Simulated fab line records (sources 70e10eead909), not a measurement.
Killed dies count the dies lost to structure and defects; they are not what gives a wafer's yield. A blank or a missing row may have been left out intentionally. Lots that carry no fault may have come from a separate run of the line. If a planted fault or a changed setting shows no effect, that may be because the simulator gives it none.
Chamber matching || flow nand_harc || rie_diel-02 running NHARC_P_GATE_STRIP_101: 4 sister chambers
The step strips in O2, time 20 s. 4 wafers are shown with their chamber, then 7 later ones without.

== EACH WAFER AND ITS CHAMBER ==
{"wafer": "L091.3", "chamber": 0, "drypump_motor_current_A (A)": 5.7}
{"wafer": "L091.6", "chamber": 2, "drypump_motor_current_A (A)": 5.7}
{"wafer": "L094.2", "chamber": 1, "drypump_motor_current_A (A)": 5.4}
{"wafer": "L094.4", "chamber": 3, "drypump_motor_current_A (A)": 5.9}

== WAFERS MISSING THEIR CHAMBER ==
{"wafer": "L094.6", "drypump_motor_current_A (A)": 5.7}
{"wafer": "L096.1", "drypump_motor_current_A (A)": 5.6}
{"wafer": "L096.2", "drypump_motor_current_A (A)": 5.7}
{"wafer": "L096.3", "drypump_motor_current_A (A)": 5.9}
{"wafer": "L097.2", "drypump_motor_current_A (A)": 5.7}
{"wafer": "L097.4", "drypump_motor_current_A (A)": 5.9}
{"wafer": "L097.6", "drypump_motor_current_A (A)": 5.6}

== EACH ONE'S CHAMBER ==
{"wafer": "L094.6", "from the rows above": "can't be placed: 0 or 2", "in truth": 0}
{"wafer": "L096.1", "from the rows above": "can't be placed: 0 or 2 or 1", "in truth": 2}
{"wafer": "L096.2", "from the rows above": "can't be placed: 0 or 2", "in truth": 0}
{"wafer": "L096.3", "from the rows above": 3, "in truth": 3}
{"wafer": "L097.2", "from the rows above": "can't be placed: 0 or 2", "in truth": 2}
{"wafer": "L097.4", "from the rows above": 3, "in truth": 3}
{"wafer": "L097.6", "from the rows above": "can't be placed: 0 or 2 or 1", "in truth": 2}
2 of 7 placed correctly. Cannot be placed on the basis of these rows: 5; the candidates contain the true chamber in 5. Number placed wrongly: 0.
How it was worked out, from the rows above alone: a wafer's distance from a chamber is the root of the sum, over the readings, of the square of ((its reading less the chamber's mean) divided by the reading's scatter). The wafer belongs to the nearest chamber; if the next one is less than 2 further off, it can't be placed. The mean given for a chamber averages the wafers shown for that chamber. The scatter (one wafer shown for each chamber): square how far every hidden wafer sits from the nearest shown wafer, average those squares and take the square root.
